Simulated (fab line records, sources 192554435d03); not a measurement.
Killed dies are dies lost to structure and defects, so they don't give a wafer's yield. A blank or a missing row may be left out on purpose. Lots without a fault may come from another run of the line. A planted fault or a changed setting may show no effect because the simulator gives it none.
One fault seen from 3 desks | flow n5_finfet | each desk has only its own numbers; what lay behind them comes last

THE DEFECT DESK
What the inspections along the route counted, lot by lot: means of the sampled wafers that have a number. A lot is out of limits, marked OUT, if its mean lies more than 4 standard deviations from the usual mean; the brackets give that distance.
Columns: A = raw_defect_count at N5_ZERO_LAYER_INSPECT_20, usual 42
lot  | first seen here | A
L526 | day 1 13:15     | 44
L527 | day 1 19:20     | 70
L534 | day 3 13:23     | 47
L539 | day 4 19:18     | 59
L541 | day 5 07:44     | 61
L543 | day 5 19:58     | 41
L544 | day 6 01:16     | 35
L546 | day 6 13:16     | 27
L547 | day 6 20:02     | 69
L548 | day 7 01:15     | 38
This desk's finding: nothing out of limits on any of the 10 lots.

THE METROLOGY DESK
What the gauges read, lot by lot, whatever tool the lot ran on: means of the sampled wafers that have a number. A lot is out of limits, marked OUT, if its mean lies more than 4 standard deviations from the usual mean; the brackets give that distance. Of its 12 readings 7 are shown: the one that was out of limits first, and those that lie furthest out on some lot.
Columns: A = DIBL_P at N5_BEOL_M4_RC_MEAS_101, usual 37.1 mV/V; B = IOFF_P at N5_BEOL_M4_RC_MEAS_101, usual 0.22 nA/um; C = ION_N at N5_BEOL_M4_RC_MEAS_101, usual 674 uA/um; D = ION_P at N5_BEOL_M4_RC_MEAS_101, usual 463 uA/um; E = RS_NWELL at N5_BEOL_M4_RC_MEAS_101, usual 1037 ohm/sq; F = SS_N at N5_BEOL_M4_RC_MEAS_101, usual 71.7 mV/dec; G = VT_P at N5_BEOL_M4_RC_MEAS_101, usual -250 mV
lot  | first seen here | A    | B    | C   | D   | E              | F    | G
L526 | day 1 12:38     | 37.0 | 0.23 | 689 | 466 | 1036           | 72.5 | -248
L527 | day 1 18:40     | 37.0 | 0.25 | 660 | 465 | 1039           | 71.4 | -245
L534 | day 3 12:47     | 37.4 | 0.21 | 670 | 461 | 1040           | 71.4 | -251
L539 | day 4 18:38     | 38.1 | 0.24 | 682 | 467 | 1042           | 72.0 | -250
L541 | day 5 06:46     | 38.4 | 0.24 | 676 | 462 | 1296 (+42) OUT | 72.4 | -248
L543 | day 5 18:40     | 36.7 | 0.20 | 659 | 452 | 1295 (+42) OUT | 72.4 | -251
L544 | day 6 00:38     | 37.4 | 0.28 | 688 | 473 | 1299 (+43) OUT | 71.9 | -244
L546 | day 6 12:38     | 34.8 | 0.23 | 671 | 463 | 1034           | 72.0 | -249
L547 | day 6 18:38     | 39.8 | 0.25 | 679 | 462 | 1035           | 72.5 | -249
L548 | day 7 00:38     | 34.6 | 0.24 | 674 | 467 | 1032           | 71.6 | -247
This desk's finding: out of limits on L541, L543, L544; first on L541, day 11 17:25 (RS_NWELL at N5_BEOL_M4_RC_MEAS_101). In limits: L526, L527, L534, L539, L546, L547, L548.

THE TOOL OWNER'S DESK: implanter-02
The tool's own readings at N5_WELL_APT_IMPLANT_14: means of the sampled wafers that have a number, for each lot that ran on this tool. A lot is out of limits, marked OUT, if its mean lies more than 4 standard deviations from the usual mean; the brackets give that distance.
Columns: A = dose_ions_cm2 at N5_WELL_APT_IMPLANT_14, usual 1.5002e+13; B = faraday_current_uA at N5_WELL_APT_IMPLANT_14, usual 190
lot  | first seen here | A                            | B
L527 | day 1 20:01     | 1.4996e+13                   | 184
L534 | day 3 13:55     | 1.4989e+13                   | 191
L539 | day 4 20:01     | 1.5018e+13                   | 189
L541 | day 5 09:12     | 1.0012e+13 (-99 or more) OUT | 129 (-16) OUT
L543 | day 5 20:37     | 9.9973e+12 (-99 or more) OUT | 126 (-17) OUT
L544 | day 6 01:54     | 1.0023e+13 (-99 or more) OUT | 125 (-17) OUT
This desk's finding: out of limits on L541, L543, L544; first on L541, day 5 09:12 (dose_ions_cm2 at N5_WELL_APT_IMPLANT_14). In limits: L527, L534, L539.

PUT TOGETHER
The tool owner's desk could have raised an alarm at day 5 09:12, on L541, L543, L544.
The metrology desk could have raised an alarm at day 11 17:25, on L541, L543, L544.
The defect desk saw nothing out of limits.
The defect desk has L541, L543, L544 on record, within its limits.
Of the lots named, all ran N5_WELL_APT_IMPLANT_14 on implanter-02.

WHAT THE SIMULATOR HAD PUT IN
Process parameter drift: implanter-02, from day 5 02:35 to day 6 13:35, at N5_WELL_APT_IMPLANT_14. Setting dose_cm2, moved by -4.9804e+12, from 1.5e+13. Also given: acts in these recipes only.
Lots struck among those shown: L541, L543, L544.
Hours from the fault's start to each desk's first reading out of limits: the tool owner's desk, 7; the metrology desk, 159.
